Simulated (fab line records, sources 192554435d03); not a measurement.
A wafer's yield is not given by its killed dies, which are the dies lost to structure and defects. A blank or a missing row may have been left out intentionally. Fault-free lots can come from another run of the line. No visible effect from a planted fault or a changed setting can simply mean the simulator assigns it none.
fab line records | flow n5-finfet
record: lots: 7 wafers: 21
route steps=1938 shown BEOL_M9@1419 BEOL_M12@1624 BEOL_M13@1665
start-h: hours from the record's opening day to when the first of the lot's shown wafers began | wait-h: hours elapsed since this lot's preceding step | " as in the row above | L1.1+2: several wafers, shown together as one row | - no value, or no start given | * or withheld: withheld | < > ~ a bound
route shown NAME@n: a module of which the file shows steps, and the number in the route of the first | usual: mean and standard deviation over wafers with no fault | same: alike in all rows | chamber/n: place in a boat | sites: readings site by site | _std_site: how widely they spread, as a standard deviation | _edge_site: inner sites' mean taken away from outer sites' mean | radius-mm: how far each site lies from the wafer's centre | mask NAME#n: copy n | behind: the last tool/chamber to shape the wafer | hold: why the lot went on hold/how many hours it stayed there/how the hold came to an end | device: the n, p or np transistor that did not switch | end of line: the same wafers' tests at the end of the route | where a step has no rows: the recipe by itself | killed: not the wafer's yield, but the dies lost to structure and defects at the first sort | map: shows each die of a wafer: x if killed, . if not, _ if none is there
set.NAME: the setting that was run; set.NAME@STEP: the one run at that earlier step | model.NAME: the simulator's own value behind a step, which no gauge read
lots run with intentionally changed settings; tables by step, rows by wafer
== steps ==
step: N5_BEOL_M9_ETCH_62
recipe: chemistry: N2/H2 target: SOC target-depth-a: 1100 overetch-a: 220 mask-material: SiARC temp-c: 40 time-s: 165 ion-energy-ev: 200 pressure-mtorr: 30 source-w: 840 bias-w: 150 n2-flow-sccm: 200 h2-flow-sccm: 200
columns lot.wafer tool chamber start-h wait-h set.time-s set.dose-mj@BEOL_M9_EXPOSE_08 model.BEOL_M9.cd-offset-nm model.SiARC_of_BEOL_M9_COAT_60.thk-nm
L074.1 rie-diel-03 3 205.97 0.0 132.6 53.75 -0.6 24.8
L074.3 " 2 " " 132.6 50.14 -4.4 24.8
L074.5 " 2 " " 165 53.75 -0.2 23.4
L075.1 rie-diel-04 0 211.73 0.0 189.9 50.86 -2.6 22.4
L075.3 " 1 " " 165 53.75 -0.2 23.6
L075.6 " 0 " " 189.9 50.86 -2 22.4
L076.3 rie-diel-03 1 224.78 0.0 165 53.75 -0.2 23.6
L076.5 " 3 " " 165 53.75 -0.6 23.6
L076.6 " 2 " " 165 53.75 0 23.4
L079.1 rie-diel-03 0 244.80 0.0 165 53.75 -0.4 23.6
L079.5+6 " 1,2 " " 131.9 53.75 -1.2 24.8
L091.1 rie-diel-06 0 311.17 0.0 184 57.07 3.8 22.6
L091.3 " 3 " " 165 53.75 -0.2 23.6
L091.5 " 2 " " 184 57.07 3.8 22.8
L089.2 rie-diel-06 2 321.67 0.0 165 53.75 -0.6 23.4
L089.4 " 0 " " 165 53.75 -0.4 23.4
L089.5 " 0 " " 165 53.75 -0.2 23.4
L096.2 rie-diel-06 2 348.76 0.0 165 53.75 -0.4 23.4
L096.3 " 1 " " 165 53.75 -0.4 23.2
L096.5 " 2 " " 165 53.75 -0.6 23.4
step: N5_BEOL_M9_STRIP_68
recipe: chemistry: N2/H2 temp-c: 40 n2-flow-sccm: 200 h2-flow-sccm: 200 rf-frequency-hz: 6e+07
step: N5_BEOL_M9_STRIP_67
recipe: chemistry: CF4 resist: SiARC power-w: 300 bias-power-w: 75 pressure-mtorr: 50 cf4-flow-sccm: 150 rf-frequency-hz: 6e+07
step: N5_BEOL_M9_HM_OPEN_17
recipe: chemistry: Cl2/BCl3 target-depth-a: 200 overetch-a: 60 target: TiN mask-material: SOC ion-energy-ev: 150 pressure-mtorr: 10 icp-w: 1000 bias-w: 126 Cl2_flow_sccm: 53.25 bcl3-flow-sccm: 21.75 Ar_flow_sccm: 25
columns lot.wafer tool chamber start-h wait-h set.dose-mj@BEOL_M9_EXPOSE_08 model.BEOL_M9.cd-offset-nm
L074.1 rie-metal-02 0 206.16 0.0 53.75 -0.4
L074.3 " 1 " " 50.14 -4.4
L074.5 " 0 " " 53.75 -0.2
L075.1 rie-metal-02 1 211.92 0.0 50.86 -2.8
L075.3 " 1 " " 53.75 -0.2
L075.6 " 1 " " 50.86 -2.2
L076.3 rie-metal-02 0 225.00 0.1 53.75 -0.2
L076.5 " 0 " " 53.75 -0.6
L076.6 " 1 " " 53.75 0
L079.1 rie-metal-01 0 244.99 0.0 53.75 -0.4
L079.5 " 0 " " 53.75 -1
L079.6 " 1 " " 53.75 -1.2
L091.1+5 rie-metal-03 1 311.36 0.0 57.07 3.8
L091.3 " 1 " " 53.75 -0.2
L089.2 rie-metal-02 0 321.85 0.0 53.75 -0.6
L089.4 " 1 " " 53.75 -0.4
L089.5 " 0 " " 53.75 -0.2
L096.2+3 rie-metal-02 1,0 348.95 0.0 53.75 -0.4
L096.5 " 0 " " 53.75 -0.6
step: N5_BEOL_M9_STRIP_19
recipe: chemistry: O2 power-w: 400 temp-c: 40 pressure-mtorr: 30 rf-frequency-hz: 6e+07 bias-power-w: 0 overash-fraction: 0.2 o2-flow-sccm: 225
step: N5_BEOL_M9_CD_MEAS_18
recipe: pitch-nm: 140 target-cd-nm: 70
usual: cd-nm: 69.9/0.47
columns lot.wafer tool chamber start-h wait-h set.dose-mj@BEOL_M9_EXPOSE_08 cd-nm
L074.1 cd-sem-02 - 206.47 0.0 53.75 69.4
L074.3 " - " " 50.14 65.7
L074.5 " - " " 53.75 70.1
L075.1 cd-sem-03 - 212.13 0.0 50.86 67.8
L075.3 " - " " 53.75 69.7
L075.6 " - " " 50.86 68.2
L076.3 cd-sem-01 - 225.15 0.1 53.75 69.7
L076.5 " - " " 53.75 69.3
L076.6 " - " " 53.75 69.8
L079.1 cd-sem-03 - 245.40 0.0 53.75 69.6
L079.5 " - " " 53.75 69.0
L079.6 " - " " 53.75 69.0
L091.1 cd-sem-02 - 311.54 0.0 57.07 73.6
L091.3 " - " " 53.75 69.7
L091.5 " - " " 57.07 74.0
L089.2 cd-sem-01 - 322.04 0.1 53.75 69.1
L089.4 " - " " 53.75 69.7
L089.5 " - " " 53.75 69.8
L096.2 cd-sem-03 - 349.13 0.1 53.75 69.4
L096.3 " - " " 53.75 69.6
L096.5 " - " " 53.75 69.2
step: N5_BEOL_M9_COAT_22
recipe: resist: CAR-EUV spin-rpm: 1500 resist-thk-nm: 30
columns lot.wafer tool chamber start-h wait-h set.spin-rpm model.CAR-EUV_of_BEOL_M9_COAT_22.thk-nm
L074.1+5 litho-track-02 0 - - 1500 30.2
L074.3 " 0 " " 1635 28.8
L075.1+3+6 litho-track-02 0 - - 1420 31
L076.3+5+6 litho-track-04 0 - - 1377 31.2
L079.1+5+6 litho-track-02 0 - - 1500 30
L091.1+3+5 litho-track-02 0 - - 1500 30
L089.2+4+5 litho-track-02 0 - - 1500 30
L096.2+5 litho-track-04 0 - - 1335 31.8
L096.3 " 0 " " 1500 30
step: N5_BEOL_M9_EBR_24
recipe: solvent: PGMEA ebr-width-mm: 1.5
step: N5_BEOL_M9_SOFTBAKE_23
recipe: temp-c: 110 time-s: 60 resist: CAR-EUV
step: N5_BEOL_M9_EXPOSE_25
recipe: mask-id: V8 na: 0.33 source-shape: annular sigma-inner: 0.4 sigma-outer: 0.8 polarization: unpolarized dose-mj: 37.25
step: N5_BEOL_M9_PEB_26
recipe: peb-temp-c: 100 peb-time-s: 60 resist: CAR-EUV
step: N5_BEOL_M9_DEVELOP_27
recipe: develop-time-s: 30 developer: TMAH resist: CAR-EUV rinse-liquid: surfactant-rinse dry: air-spin dev-temp-c: 23
columns lot.wafer tool chamber start-h wait-h set.spin-rpm@BEOL_M9_COAT_22 model.CAR-EUV_of_BEOL_M9_COAT_22.thk-nm
L074.1+5 litho-track-04 0 - - 1500 29.6
L074.3 " 0 " " 1635 28.4
L075.1+3 litho-track-02 0 - - 1420 30.6
L075.6 " 0 " " 1420 30.4
L076.3+5+6 litho-track-02 0 - - 1377 30.8
L079.1 litho-track-04 0 - - 1500 29.4
L079.5+6 " 0 " " 1500 29.6
L091.1+3+5 litho-track-02 0 - - 1500 29.6
L089.2+4+5 litho-track-04 0 - - 1500 29.6
L096.2+5 litho-track-02 0 - - 1335 31.4
L096.3 " 0 " " 1500 29.6
step: N5_BEOL_M9_DESCUM_33
recipe: chemistry: O2 time-s: 7 source-power-w: 50 bias-power-w: 20 pressure-mtorr: 20 rf-frequency-hz: 2.712e+07 temp-c: 40 resist: CAR-EUV o2-flow-sccm: 225
columns lot.wafer tool chamber start-h wait-h set.spin-rpm@BEOL_M9_COAT_22 model.CAR-EUV_of_BEOL_M9_COAT_22.thk-nm
L074.1+5 rie-diel-06 3,2 207.11 0.1 1500 26.2
L074.3 " 0 " " 1635 24.8
L075.1+3+6 rie-diel-06 3,1,2 212.76 0.0 1420 27
L076.3+6 rie-diel-06 2,0 226.45 0.0 1377 27.4
L076.5 " 3 " " 1377 27.2
L079.1+5 rie-diel-06 1,3 246.75 0.0 1500 26
L079.6 " 2 " " 1500 26.2
L091.1+3 rie-diel-03 3,0 313.94 0.0 1500 26.2
L091.5 " 3 " " 1500 26
L089.2+4+5 rie-diel-06 3,1,2 322.46 0.0 1500 26
L096.2 rie-diel-04 0 349.74 0.1 1335 28
L096.3 " 1 " " 1500 26
L096.5 " 0 " " 1335 27.8
step: N5_BEOL_M9_ETCH_76
recipe: chemistry: N2/H2 target: underlayer target-depth-a: 65 mask-material: CAR-EUV time-s: 5.2 ion-energy-ev: 200 pressure-mtorr: 30 source-w: 840 bias-w: 150 n2-flow-sccm: 200 h2-flow-sccm: 200 ends: cleared
step: N5_BEOL_M9_ETCH_65
recipe: chemistry: CF4 target: SiARC target-depth-a: 156 mask-material: CAR-EUV time-s: 26 ion-energy-ev: 80 pressure-mtorr: 40 source-w: 545 bias-w: 36 Ar_flow_sccm: 100 cf4-flow-sccm: 100 ends: cleared
step: N5_BEOL_M9_STRIP_73
recipe: chemistry: C4F6/O2 resist: SiARC rf-frequency-hz: 6e+07
step: N5_BEOL_M9_STRIP_36
recipe: chemistry: N2/H2 power-w: 450 temp-c: 40 pressure-mtorr: 20 rf-frequency-hz: 6e+07 overash-fraction: 0.3 bias-power-w: 7 h2-frac: 0.5 n2-flow-sccm: 200 h2-flow-sccm: 200
step: N5_BEOL_M9_TRENCH_ETCH_37
recipe: chemistry: C4F6/O2 target-depth-a: 1514.3 target: SiCOH_lowk time-s: 49 ion-energy-ev: 250 pressure-mtorr: 30 source-w: 345 bias-w: 185 Ar_flow_sccm: 300 C4F6_flow_sccm: 10 O2_flow_sccm: 10
columns lot.wafer tool chamber start-h wait-h set.target-thk-a@BEOL_M9_HM_DEP_02 model.TiN_of_BEOL_M9_HM_DEP_02.thk-nm
L074.1 rie-diel-06 3 - - 200 15.6
L074.3+5 " 0,2 " " 200 15.4
L075.1+3 rie-diel-06 3,1 - - 200 15.6
L075.6 " 2 " " 215.1 17.2
L076.3+6 rie-diel-06 2,0 - - 209.6 16.8
L076.5 " 3 " " 200 15.8
L079.1+6 rie-diel-06 1,2 - - 200 16.2
L079.5 " 3 " " 200 16.4
L091.1 rie-diel-03 3 - - 200 15.8
L091.3+5 " 0,3 " " 200 15.6
L089.2 rie-diel-06 3 - - 200 16.4
L089.4+5 " 1,2 " " 200 16.2
L096.2 rie-diel-04 0 - - 200 16
L096.3 " 1 " " 200 15.6
L096.5 " 0 " " 175.2 13.4
step: N5_BEOL_M9_ETCH_41
recipe: chemistry: CH3F/O2 target: SiCN target-depth-a: 366 taper-deg: 2 time-s: 70.1 ion-energy-ev: 120 mask-material: TiN pressure-mtorr: 30 source-w: 395 bias-w: 75 Ar_flow_sccm: 150 CH3F_flow_sccm: 30 O2_flow_sccm: 20
step: N5_BEOL_M9_STRIP_80
recipe: chemistry: N2/H2 time-s: 10 power-w: 450 temp-c: 40 pressure-mtorr: 20 rf-frequency-hz: 6e+07 bias-power-w: 7 n2-flow-sccm: 200 h2-flow-sccm: 200
step: N5_BEOL_M9_PRECLEAN_42
recipe: chemistry: residue-remover time-s: 60 temp-c: 40
step: N5_BEOL_M9_SRD_43
recipe: time-s: 30 temp-c: 23 rinse-liquid: diw dry: ipa-marangoni
step: N5_BEOL_M9_CD_MEAS_35
recipe: target-cd-nm: 70 target-cd-y-nm: 40 polarity: opening
usual: cd-nm: 69.9/0.47
columns lot.wafer tool chamber start-h wait-h set.dose-mj@BEOL_M9_EXPOSE_08 cd-nm
L074.1 cd-sem-03 - 207.72 0.0 53.75 69.7
L074.3 " - " " 50.14 65.5
L074.5 " - " " 53.75 69.7
L075.1 cd-sem-02 - 213.37 0.0 50.86 67.1
L075.3 " - " " 53.75 69.8
L075.6 " - " " 50.86 67.5
L076.3 cd-sem-03 - 227.06 0.0 53.75 70.0
L076.5 " - " " 53.75 69.6
L076.6 " - " " 53.75 70.0
L079.1 cd-sem-01 - 247.36 0.0 53.75 69.7
L079.5 " - " " 53.75 69.0
L079.6 " - " " 53.75 69.1
L091.1 cd-sem-01 - 314.54 0.0 57.07 74.0
L091.3 " - " " 53.75 70.0
L091.5 " - " " 57.07 74.1
L089.2 cd-sem-03 - 323.07 0.0 53.75 69.5
L089.4 " - " " 53.75 69.2
L089.5 " - " " 53.75 69.8
L096.2 cd-sem-02 - 350.36 0.0 53.75 69.4
L096.3 " - " " 53.75 69.4
L096.5 " - " " 53.75 69.0
step: N5_BEOL_M12_COAT_66
recipe: resist: SiARC temp-c: 220 time-s: 60 spin-rpm: 1500 resist-thk-nm: 110
columns lot.wafer tool chamber start-h wait-h set.spin-rpm model.SiARC_of_BEOL_M12_COAT_66.thk-nm
L074.1 litho-track-04 0 - - 1500 110.2
L074.3 " 0 " " 1641 105.4
L074.5 " 0 " " 1641 105.6
L075.1+3 litho-track-02 0 - - 1500 110.2
L075.6 " 0 " " 1500 110.6
L076.3 litho-track-03 0 - - 1445 112.4
L076.5 " 0 " " 1500 109.8
L076.6 " 0 " " 1500 110.4
L079.1+6 litho-track-04 0 - - 1500 109.8
L079.5 " 0 " " 1500 109.6
L091.1 litho-track-03 0 - - 1390 115
L091.3 " 0 " " 1500 111
L091.5 " 0 " " 1500 110.6
L089.2 litho-track-03 0 - - 1500 110
L089.4 " 0 " " 1500 110.2
L089.5 " 0 " " 1500 109.8
L096.2 litho-track-02 0 - - 1500 109
L096.3 " 0 " " 1580 106.6
L096.5 " 0 " " 1500 109.4
step: N5_BEOL_M12_COAT_22
recipe: spin-rpm: 2888 resist-thk-nm: 300
step: N5_BEOL_M12_EBR_24
recipe: solvent: PGMEA ebr-width-mm: 1.5
step: N5_BEOL_M12_DESCUM_33
recipe: chemistry: O2 time-s: 7.9 source-power-w: 50 bias-power-w: 20 pressure-mtorr: 20 rf-frequency-hz: 2.712e+07 temp-c: 40 o2-flow-sccm: 225
step: N5_BEOL_M12_ETCH_67
recipe: chemistry: CF4 target: SiARC target-depth-a: 1430 time-s: 238.3 ion-energy-ev: 80 pressure-mtorr: 40 source-w: 545 bias-w: 36 Ar_flow_sccm: 100 cf4-flow-sccm: 100 ends: cleared
columns lot.wafer tool chamber start-h wait-h set.spin-rpm@BEOL_M12_COAT_66 model.etch.depth-nm model.coat_of_BEOL_M12_COAT_22.thk-nm
L074.1 rie-diel-01 3 230.66 0.0 1500 110.3 211.2
L074.3 " 0 " " 1641 105.5 214.6
L074.5 " 0 " " 1641 105.5 214.8
L075.1 rie-diel-01 0 240.71 0.0 1500 110.1 213
L075.3 " 2 " " 1500 110.1 212
L075.6 " 0 " " 1500 110.7 211
L076.3 rie-diel-05 3 250.07 0.0 1445 112.3 209.2
L076.5 " 2 " " 1500 109.9 211
L076.6 " 3 " " 1500 110.4 210.2
L079.1 rie-diel-01 2 269.31 0.0 1500 109.8 211.6
L079.5 " 0 " " 1500 109.5 213.2
L079.6 " 3 " " 1500 109.8 211.4
L091.1 rie-diel-02 1 337.80 0.0 1390 115.1 208.2
L091.3 " 2 " " 1500 111 209.8
L091.5 " 2 " " 1500 110.6 210
L089.2 rie-diel-05 2 344.19 0.0 1500 110 211.6
L089.4 " 3 " " 1500 110.3 211
L089.5 " 1 " " 1500 109.9 211.6
L096.2 rie-diel-05 3 372.19 0.0 1500 109 210
L096.3 " 1 " " 1580 106.5 212
L096.5 " 0 " " 1500 109.4 210.2
step: N5_BEOL_M12_ETCH_68
recipe: chemistry: N2/H2 target: SOC mask-material: SiARC source-w: 3000 bias-w: 350 temp-c: 40 time-s: 285 ion-energy-ev: 200 pressure-mtorr: 30 n2-flow-sccm: 200 h2-flow-sccm: 200
columns lot.wafer tool chamber start-h wait-h set.spin-rpm@BEOL_M12_COAT_66 model.SiARC_of_BEOL_M12_COAT_66.thk-nm
L074.1 rie-diel-01 3 230.81 0.1 1500 86.2
L074.3 " 0 " " 1641 81
L074.5 " 0 " " 1641 81.2
L075.1+3 rie-diel-01 0,2 240.86 0.1 1500 85.6
L075.6 " 0 " " 1500 86.4
L076.3 rie-diel-05 3 250.21 0.1 1445 88.4
L076.5 " 2 " " 1500 85.8
L076.6 " 3 " " 1500 86.2
L079.1 rie-diel-01 2 269.46 0.1 1500 85
L079.5 " 0 " " 1500 85.2
L079.6 " 3 " " 1500 85.8
L091.1 rie-diel-02 1 337.94 0.1 1390 91.2
L091.3 " 2 " " 1500 87.6
L091.5 " 2 " " 1500 87
L089.2 rie-diel-05 2 344.33 0.1 1500 86.2
L089.4 " 3 " " 1500 85.6
L089.5 " 1 " " 1500 85.2
L096.2 rie-diel-05 3 372.33 0.1 1500 84.6
L096.3 " 1 " " 1580 82
L096.5 " 0 " " 1500 85
step: N5_BEOL_M12_CMP_49
recipe: stop-on: SiOC t-overpolish-s: 20.6 down-force-psi: 1 platen-rpm: 50 clearing-platen-down-force-psi: 1.5 clearing-platen-rpm: 50 post-cmp-clean: cu-alkaline target-thk-nm: 320 clearing-platen-pad-velocity-m-s: 0.99484 pad-velocity-m-s: 0.99484
usual: barrier-field-endpoint-s: 30.4/0.58
columns lot.wafer tool chamber start-h wait-h set.down-force-psi barrier-field-endpoint-s
L074.1 cmp-03 0 234.06 0.3 1 30.6
L074.3 " 1 " " 1 30.5
L074.5 " 1 " " 1 30.6
L075.3 cmp-02 2 247.94 0.3 1.062 28.7
L075.1 " 3 " " 1 30.6
L075.6 " 1 " " 1 30.2
L076.3 cmp-03 2 253.87 0.2 1 30.9
L076.6 " 1 " " 1 30.4
L076.5 " 2 " " 1 30.6
L079.1 cmp-03 1 273.67 0.3 1 31.0
L079.6 " 3 " " 1 31.3
L079.5 " 0 " " 0.8814 35.0
L091.3 cmp-02 3 341.17 0.2 1 29.4
L091.1 " 2 " " 1.089 28.0
L091.5 " 0 " " 1.089 28.2
L089.4 cmp-02 1 346.07 0.1 1 29.8
L089.2 " 0 " " 1 30.6
L089.5 " 1 " " 1 30.2
L096.2 cmp-04 3 376.84 0.4 1 30.6
L096.3 " 0 " " 1 30.0
L096.5 " 3 " " 1.182 25.8
step: N5_BEOL_M13_EXPOSE_07
recipe: mask-id: V12 na: 0.93 source-shape: conventional sigma-outer: 0.6 polarization: unpolarized attpsm-phase-deg: 180 dose-mj: 24.8
columns lot.wafer tool chamber start-h wait-h mask set.dose-mj
L074.1+3+5 krf-scanner-01 0 234.82 - V12#0 24.8
L075.1+3+6 krf-scanner-02 0 248.76 - V12#0 24.8
L076.3+5+6 krf-scanner-01 0 254.73 - V12#0 24.8
L079.1+5 krf-scanner-01 0 274.36 - V12#0 24.8
L079.6 " 0 " " V12#0 25.82
L091.1+3+5 krf-scanner-01 0 341.94 - V12#0 24.28
L089.2+4+5 krf-scanner-01 0 346.84 - V12#0 24.8
L096.2 krf-scanner-01 0 377.76 - V12#0 25.96
L096.3+5 " 0 " " V12#0 24.8
step: N5_BEOL_M13_PEB_08
recipe: peb-temp-c: 130 peb-time-s: 90
step: N5_BEOL_M13_DEVELOP_09
recipe: develop-time-s: 45 rinse-liquid: diw dry: air-spin dev-temp-c: 21
step: N5_BEOL_M13_HARDBAKE_14
recipe: temp-c: 130 time-s: 120
step: N5_BEOL_M13_CD_MEAS_10
recipe: target-cd-nm: 190 landing-energy-ev: 500 detector: se-inlens polarity: opening
usual: cd-nm: 189.7/1.5
columns lot.wafer tool chamber start-h wait-h set.dose-mj@BEOL_M13_EXPOSE_07 cd-nm
L074.1 cd-sem-02 0 235.00 - 24.8 188.2
L074.3 " 0 " " 24.8 186.8
L074.5 " 0 " " 24.8 187.6
L075.1 cd-sem-03 0 248.93 - 24.8 190.4
L075.3 " 0 " " 24.8 191.5
L075.6 " 0 " " 24.8 190.0
L076.3 cd-sem-02 0 254.90 - 24.8 188.6
L076.5 " 0 " " 24.8 188.7
L076.6 " 0 " " 24.8 189.3
L079.1 cd-sem-02 0 274.53 - 24.8 189.5
L079.5 " 0 " " 24.8 190.0
L079.6 " 0 " " 25.82 193.9
L091.1 cd-sem-02 0 342.11 - 24.28 188.6
L091.3 " 0 " " 24.28 188.6
L091.5 " 0 " " 24.28 188.5
L089.2 cd-sem-01 0 347.01 - 24.8 192.5
L089.4 " 0 " " 24.8 191.6
L089.5 " 0 " " 24.8 192.3
L096.2 cd-sem-03 0 377.92 - 25.96 196.9
L096.3 " 0 " " 24.8 190.9
L096.5 " 0 " " 24.8 190.5
step: N5_BEOL_M13_STRIP_71
recipe: chemistry: post-etch-residue-remover time-s: 60 temp-c: 25 remover-ph: withheld remover-water-wt-pct: withheld remover-fluoride-wt-pct: withheld
step: N5_BEOL_M13_SRD_72
recipe: time-s: 30 temp-c: 23 rinse-liquid: diw dry: n2-spin spin-rpm: 1500 dry-time-s: 30
step: N5_BEOL_M13_CD_MEAS_17
recipe: target-cd-nm: 190 polarity: opening
usual: cd-nm: 189.8/1.8
columns lot.wafer tool chamber start-h wait-h set.dose-mj@BEOL_M13_EXPOSE_07 cd-nm
L074.1 cd-sem-01 - 235.71 0.0 24.8 187.4
L074.3 " - " " 24.8 185.9
L074.5 " - " " 24.8 187.9
L075.1 cd-sem-02 - 249.56 0.0 24.8 190.3
L075.3 " - " " 24.8 191.6
L075.6 " - " " 24.8 190.0
L076.3 cd-sem-01 - 255.51 0.0 24.8 187.8
L076.5 " - " " 24.8 188.9
L076.6 " - " " 24.8 189.3
L079.1 cd-sem-01 - 275.15 0.0 24.8 189.6
L079.5 " - " " 24.8 189.7
L079.6 " - " " 25.82 193.7
L091.1 cd-sem-02 - 342.73 0.0 24.28 189.5
L091.3 " - " " 24.28 189.4
L091.5 " - " " 24.28 188.9
L089.2 cd-sem-01 - 347.63 0.0 24.8 193.3
L089.4 " - " " 24.8 192.2
L089.5 " - " " 24.8 193.3
L096.2 cd-sem-01 - 378.89 0.0 25.96 197.0
L096.3 " - " " 24.8 191.7
L096.5 " - " " 24.8 190.7
== key ==
split: step: N5_BEOL_M9_ETCH_62 setting: time-s stated: 165 by: wafer
response: step: N5_BEOL_M9_ETCH_62 reading: model.SiARC_of_BEOL_M9_COAT_60.thk-nm change: -0.0697 per: 1% r: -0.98
split: step: N5_BEOL_M9_COAT_22 setting: spin-rpm stated: 1500 by: wafer
response: step: N5_BEOL_M9_COAT_22 reading: model.CAR-EUV_of_BEOL_M9_COAT_22.thk-nm change: -0.16 per: 1% r: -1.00
response: step: N5_BEOL_M9_DEVELOP_27 reading: model.CAR-EUV_of_BEOL_M9_COAT_22.thk-nm change: -0.151 per: 1% r: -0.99
response: step: N5_BEOL_M9_DESCUM_33 reading: model.CAR-EUV_of_BEOL_M9_COAT_22.thk-nm change: -0.166 per: 1% r: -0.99
split: step: N5_BEOL_M12_COAT_66 setting: spin-rpm stated: 1500 by: wafer
response: step: N5_BEOL_M12_COAT_66 reading: model.SiARC_of_BEOL_M12_COAT_66.thk-nm change: -0.529 per: 1% r: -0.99
response: step: N5_BEOL_M12_ETCH_67 reading: model.etch.depth-nm change: -0.533 per: 1% r: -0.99
response: step: N5_BEOL_M12_ETCH_67 reading: model.coat_of_BEOL_M12_COAT_22.thk-nm change: +0.329 per: 1% r: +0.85
response: step: N5_BEOL_M12_ETCH_68 reading: model.SiARC_of_BEOL_M12_COAT_66.thk-nm change: -0.545 per: 1% r: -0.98
split: step: N5_BEOL_M12_CMP_49 setting: down-force-psi stated: 1 by: wafer
response: step: N5_BEOL_M12_CMP_49 reading: barrier-field-endpoint-s change: -0.256 per: 1% r: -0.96
split: step: N5_BEOL_M13_EXPOSE_07 setting: dose-mj stated: 24.8 by: wafer
response: step: N5_BEOL_M13_CD_MEAS_10 reading: cd-nm change: +1.2 per: 1% r: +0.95
response: step: N5_BEOL_M13_CD_MEAS_17 reading: cd-nm change: +1.12 per: 1% r: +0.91
split outside-this-file step=N5_BEOL_M9_HM_DEP_02 setting=target-thk-a
split outside-this-file step=N5_BEOL_M9_EXPOSE_08 setting=dose-mj
split outside-this-file: this setting was split too, and the file shows its column; the key of that split is in another file
